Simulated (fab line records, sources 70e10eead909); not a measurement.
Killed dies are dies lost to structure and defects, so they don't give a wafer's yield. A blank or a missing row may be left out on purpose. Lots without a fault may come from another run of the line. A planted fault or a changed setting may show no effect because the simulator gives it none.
Chamber matching | flow nand_harc | NHARC_P_CONTACT_CMP_24 on cmp-02: 4 sister chambers
The step polishes, t overpolish 30 s, target thk 200 nm. 8 wafers are shown with their chamber, then 9 later ones without.

WAFERS WITH THEIR CHAMBER
wafer  | chamber | motor_current_A (A) | time_to_endpoint_s (s)
L085.1 | 0       | 11.8                | 44
L085.3 | 3       | 11.2                | 39
L087.1 | 1       | 11.2                | 36
L087.4 | 0       | 11.6                | 41
L087.6 | 1       | 11.4                | 39
L090.1 | 2       | 9.8                 | 34
L090.3 | 3       | 11.7                | 35
L090.6 | 2       | 9.8                 | 33

WAFERS WITHOUT THEIR CHAMBER
wafer  | motor_current_A (A) | time_to_endpoint_s (s)
L091.4 | 11.7                | 37
L091.5 | 11.2                | 42
L091.6 | 9.9                 | 40
L095.1 | 11.5                | 41
L095.3 | 11.7                | 44
L095.6 | 11.7                | 41
L094.1 | 11.5                | 35
L094.2 | 10.0                | 37
L094.5 | 11.3                | 37

WHICH CHAMBER EACH WENT THROUGH
wafer  | from the rows above          | in truth
L091.4 | can't be placed: 3 or 1 or 0 | 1
L091.5 | can't be placed: 1 or 0 or 3 | 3
L091.6 | 2                            | 2
L095.1 | can't be placed: 0 or 3 or 1 | 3
L095.3 | 0                            | 0
L095.6 | can't be placed: 0 or 3 or 1 | 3
L094.1 | can't be placed: 3 or 1      | 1
L094.2 | 2                            | 2
L094.5 | can't be placed: 1 or 3      | 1
Placed correctly: 3 of 9. Can't be placed from these rows: 6 (the true chamber is among the candidates in 6). Placed wrongly: 0.
How it was worked out, from the rows above alone: a wafer's distance from a chamber is the root of the sum, over the readings, of the square of ((its reading less the chamber's mean) divided by the reading's scatter). The wafer belongs to the nearest chamber; if the next one is less than 2 further off, it can't be placed. A chamber's mean is the mean of its shown wafers. The scatter: the root of (the sum of the squares of (reading less its chamber's mean) over the shown wafers, divided by (wafers less chambers)).
